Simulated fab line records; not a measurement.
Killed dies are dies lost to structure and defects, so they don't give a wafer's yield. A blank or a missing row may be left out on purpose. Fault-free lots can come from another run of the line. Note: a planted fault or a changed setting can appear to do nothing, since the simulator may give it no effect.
Which tool is to blame? | flow n5-finfet | Sampling: 12 lots, 35 wafers, 5 of 1938 route steps

== WHAT THE GAUGES READ, wafer by wafer ==
N5_BEOL_M14_THK_MEAS_50: measures by xrf. Usual: M14_THK 572 nm, standard deviation 16.
lot  | measured     | on            | M14_THK (nm) | flag
L957 | day 11 18:36 | film-metro-02 | 572 560 570  |
L959 | day 12 12:13 | film-metro-01 | 585 576 587  |
L961 | day 12 16:48 | film-metro-02 | 556 548 558  |
L964 | day 12 17:26 | film-metro-02 | 582 559 552  |
L962 | day 13 06:41 | film-metro-01 | 573 579      |
L963 | day 13 07:02 | film-metro-01 | 609 580 592  |
L965 | day 13 15:23 | film-metro-02 | 560 564 559  |
L967 | day 14 00:12 | film-metro-01 | 553 565 564  |
L966 | day 14 00:36 | film-metro-01 | 572 558 574  |
L972 | day 15 08:21 | film-metro-02 | 542 558 550  |
L975 | day 16 04:08 | film-metro-01 | 567 558 561  |
L978 | day 16 22:54 | film-metro-01 | 551 560 583  |

N5_BEOL_M14_INSPECT_55: inspects for defects (darkfield). Usual: raw-defect-count 70, standard deviation 25.
lot  | measured     | on                | raw-defect-count | flag
L957 | day 11 18:45 | defect-inspect-02 | 72 59 72         |
L959 | day 12 12:22 | defect-inspect-02 | 46 88 81         |
L961 | day 12 16:57 | defect-inspect-01 | 64 107 89        |
L964 | day 12 17:36 | defect-inspect-01 | 53 86 62         |
L962 | day 13 06:51 | defect-inspect-02 | 63 66            |
L963 | day 13 07:12 | defect-inspect-01 | 41 58 59         |
L965 | day 13 15:33 | defect-inspect-01 | 68 61 64         |
L967 | day 14 00:23 | defect-inspect-02 | 62 60 38         |
L966 | day 14 00:46 | defect-inspect-02 | 87 76 168        |
L972 | day 15 08:31 | defect-inspect-02 | 94 82 975        | OFF
L975 | day 16 04:17 | defect-inspect-01 | 66 972 42        | OFF
L978 | day 16 23:04 | defect-inspect-01 | 55 68 44         |

== TOOL THAT RAN EACH LOT (tool first, then ch and the chambers of the sampled wafers, then the start) ==
lot  | N5_BEOL_M14_SPUTTER_45       | N5_BEOL_M14_ANNEAL_48            | N5_BEOL_M14_PRE_CLEAN_52
L957 | pvd-sputter-01, day 11 17:35 | rtp-anneal-02 ch 0, day 11 18:05 | pecvd-01 ch 0,2, day 11 18:38
L959 | pvd-sputter-03, day 12 10:46 | rtp-anneal-02 ch 0, day 12 11:40 | pecvd-03 ch 0,1, day 12 12:15
L961 | pvd-sputter-02, day 12 15:53 | rtp-anneal-01 ch 0, day 12 16:14 | pecvd-03 ch 0,2, day 12 16:50
L964 | pvd-sputter-02, day 12 16:32 | rtp-anneal-01 ch 0, day 12 16:51 | pecvd-02 ch 0,1,2, day 12 17:29
L962 | pvd-sputter-01, day 13 05:48 | rtp-anneal-02 ch 0, day 13 06:06 | pecvd-03 ch 0,1, day 13 06:44
L963 | pvd-sputter-01, day 13 06:07 | rtp-anneal-02 ch 0, day 13 06:28 | pecvd-01 ch 0,2, day 13 07:04
L965 | pvd-sputter-02, day 13 14:02 | rtp-anneal-01 ch 0, day 13 14:48 | pecvd-01 ch 0,1,2, day 13 15:26
L967 | pvd-sputter-02, day 13 23:14 | rtp-anneal-01 ch 0, day 13 23:42 | pecvd-02 ch 0,2, day 14 00:15
L966 | pvd-sputter-02, day 13 23:33 | rtp-anneal-01 ch 0, day 14 00:00 | pecvd-01 ch 0,1, day 14 00:38
L972 | pvd-sputter-01, day 15 07:26 | rtp-anneal-02 ch 0, day 15 07:45 | pecvd-01 ch 0,1, day 15 08:23
L975 | pvd-sputter-01, day 16 03:11 | rtp-anneal-02 ch 0, day 16 03:40 | pecvd-01 ch 0,1,2, day 16 04:11
L978 | pvd-sputter-02, day 16 22:00 | rtp-anneal-02 ch 0, day 16 22:19 | pecvd-03 ch 1,2, day 16 22:56
- N5_BEOL_M14_SPUTTER_45: material Cu, target thk 100 nm, time 16.67 s.
- N5_BEOL_M14_ANNEAL_48: time 90 s.
- N5_BEOL_M14_PRE_CLEAN_52: time 15 s.

== AS READ BY THE TOOLS THEMSELVES (means over the sampled wafers that have a number; for cases with no such wafer, the mark the record gives instead) ==
N5_BEOL_M14_SPUTTER_45. Usual: chuck-sensor-temp-C -15.8 C, standard deviation 0.5; throttle-valve-pct 30.0 %, standard deviation 0.94.
lot  | tool           | chuck-sensor-temp-C (C) | throttle-valve-pct (%) | flag
L957 | pvd-sputter-01 | -15.7                   | 29.7                   |
L959 | pvd-sputter-03 | -15.8                   | 29.6                   |
L961 | pvd-sputter-02 | -16.0                   | 30.4                   |
L964 | pvd-sputter-02 | -15.9                   | 30.6                   |
L962 | pvd-sputter-01 | -15.2                   | 31.4                   |
L963 | pvd-sputter-01 | -15.1                   | 31.0                   |
L965 | pvd-sputter-02 | -16.0                   | 30.3                   |
L967 | pvd-sputter-02 | -15.9                   | 30.7                   |
L966 | pvd-sputter-02 | -15.7                   | 30.1                   |
L972 | pvd-sputter-01 | -15.7                   | 29.9                   |
L975 | pvd-sputter-01 | -15.2                   | 30.8                   |
L978 | pvd-sputter-02 | -15.8                   | 30.5                   |

N5_BEOL_M14_ANNEAL_48. Usual: wafer_temp_C_max 226.00, standard deviation 0.24.
lot  | tool          | wafer_temp_C_max | flag
L957 | rtp-anneal-02 | 225.92           |
L959 | rtp-anneal-02 | 226.17           |
L961 | rtp-anneal-01 | 226.09           |
L964 | rtp-anneal-01 | 226.12           |
L962 | rtp-anneal-02 | 225.78           |
L963 | rtp-anneal-02 | 225.69           |
L965 | rtp-anneal-01 | 226.22           |
L967 | rtp-anneal-01 | 226.21           |
L966 | rtp-anneal-01 | 225.86           |
L972 | rtp-anneal-02 | 225.93           |
L975 | rtp-anneal-02 | 226.15           |
L978 | rtp-anneal-02 | 225.86           |

== THE ANSWER, worked out from the rows above alone ==
Rule: a lot counts as off when the mean over its wafers that have a number is more than 3 standard deviations away from the usual mean. Also off: a lot with no number at a reading for which 4 or more lots have one. Where the step has rows for the other lots, those lots are counted as sound. First the gauges in route order, then the tools' own readings, where a lot's mean is used as printed above. At the first step where some lot is off, the reading lying furthest off is the one used; lots without a number count as furthest.
Off, at N5_BEOL_M14_INSPECT_55 on raw-defect-count: L972, L975.
A tool fits if, at a process step before that reading, it ran every lot that is off, and no sound lot after the first of them. Those tools and the gauges at N5_BEOL_M14_INSPECT_55 are tried in the same way. 2 tools fit, pvd-sputter-01 at N5_BEOL_M14_SPUTTER_45 and pecvd-01 at N5_BEOL_M14_PRE_CLEAN_52, so this cannot tell which one it is.

== WHAT HAD BEEN PUT IN BY THE SIMULATOR ==
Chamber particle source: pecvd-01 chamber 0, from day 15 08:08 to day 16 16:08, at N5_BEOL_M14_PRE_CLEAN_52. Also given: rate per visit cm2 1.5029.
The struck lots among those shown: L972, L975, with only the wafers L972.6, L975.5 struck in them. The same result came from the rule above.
